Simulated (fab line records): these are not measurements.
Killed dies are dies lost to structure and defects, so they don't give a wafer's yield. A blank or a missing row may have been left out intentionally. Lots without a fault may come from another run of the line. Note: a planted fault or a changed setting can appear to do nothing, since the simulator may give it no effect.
Matching of chambers ; flow n5_finfet ; rie_diel-01 running N5_SD_EPI_P_ETCHBACK_46: 4 sister chambers
The step etches SiNx in CH3F/O2, stops on SiO2, target depth 17.5 nm. 4 wafers are shown with their chamber, then 12 later ones without.

== EACH WAFER AND ITS CHAMBER ==
wafer;chamber;showerhead_plenum_p_Torr (Torr)
L086.2;2;1.93
L088.2;1;1.96
L088.5;0;1.98
L088.6;3;2.10

== WAFERS MISSING THEIR CHAMBER ==
wafer;showerhead_plenum_p_Torr (Torr)
L089.1;1.96
L089.4;2.10
L089.6;1.93
L091.2;1.98
L091.5;1.98
L091.6;1.96
L092.4;1.96
L092.5;1.95
L092.6;1.93
L097.2;1.95
L097.3;1.93
L097.5;1.95

== EACH ONE'S CHAMBER ==
wafer;from the rows above;in truth
L089.1;1;1
L089.4;3;3
L089.6;2;2
L091.2;0;0
L091.5;0;0
L091.6;1;1
L092.4;1;1
L092.5;1;1
L092.6;2;2
L097.2;1;1
L097.3;2;2
L097.5;1;1
Placed correctly: 12 of 12. Left unplaced by these rows: 0. Wrongly placed: 0.
How it was worked out, from the rows above alone: a wafer's distance from a chamber is the root of the sum, over the readings, of the square of ((its reading less the chamber's mean) divided by the reading's scatter). The wafer belongs to the nearest chamber; if the next one is less than 2 further off, it can't be placed. The mean given for a chamber averages the wafers shown for that chamber. The scatter: with one shown wafer a chamber, the root of the mean of the squares of how far each hidden wafer lies from its nearest shown one.
